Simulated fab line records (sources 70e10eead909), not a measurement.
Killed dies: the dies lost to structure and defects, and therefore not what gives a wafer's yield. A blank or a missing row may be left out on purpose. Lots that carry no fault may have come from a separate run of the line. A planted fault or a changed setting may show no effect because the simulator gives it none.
Chamber matching || flow nand-harc || 4 sister chambers for NHARC_A_CHANNEL_FILL_D2_ETCHBACK_20 on rie-diel-06
The step etches the open film in C4F8/O2/Ar, target depth 27 nm, time 13.5 s. 4 wafers are shown with their chamber, then 7 later ones without.

== WAFERS, EACH WITH ITS CHAMBER ==
{"wafer": "L084.3", "chamber": 2, "rf-vpp-V (V)": 978}
{"wafer": "L084.5", "chamber": 3, "rf-vpp-V (V)": 974}
{"wafer": "L086.1", "chamber": 1, "rf-vpp-V (V)": 972}
{"wafer": "L086.3", "chamber": 0, "rf-vpp-V (V)": 967}

== WAFERS MISSING THEIR CHAMBER ==
{"wafer": "L086.4", "rf-vpp-V (V)": 974}
{"wafer": "L089.3", "rf-vpp-V (V)": 977}
{"wafer": "L089.5", "rf-vpp-V (V)": 972}
{"wafer": "L089.6", "rf-vpp-V (V)": 979}
{"wafer": "L097.1", "rf-vpp-V (V)": 987}
{"wafer": "L097.3", "rf-vpp-V (V)": 974}
{"wafer": "L097.4", "rf-vpp-V (V)": 972}

== WHICH CHAMBER EACH ONE RAN IN ==
{"wafer": "L086.4", "from the rows above": "can't be placed: 3 or 1 or 2", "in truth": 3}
{"wafer": "L089.3", "from the rows above": "can't be placed: 2 or 3 or 1", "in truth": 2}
{"wafer": "L089.5", "from the rows above": "can't be placed: 1 or 3 or 0 or 2", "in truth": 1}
{"wafer": "L089.6", "from the rows above": "can't be placed: 2 or 3 or 1", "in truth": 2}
{"wafer": "L097.1", "from the rows above": "can't be placed: 2 or 3 or 1", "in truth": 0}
{"wafer": "L097.3", "from the rows above": "can't be placed: 3 or 1 or 2", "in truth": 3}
{"wafer": "L097.4", "from the rows above": "can't be placed: 1 or 3 or 0 or 2", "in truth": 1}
Correct placement for 0 of the 7. Unplaceable from these rows: 7, with the true chamber sitting among the candidates in 6. Wrongly placed: 0.
How it was worked out, from the rows above alone: a wafer's distance from a chamber is the root of the sum, over the readings, of the square of ((its reading less the chamber's mean) divided by the reading's scatter). The wafer belongs to the nearest chamber; if the next one is less than 2 further off, it can't be placed. A chamber's mean is the mean of its shown wafers. The scatter: root of mean squared gap, hidden wafer to nearest shown wafer, with one shown wafer a chamber.
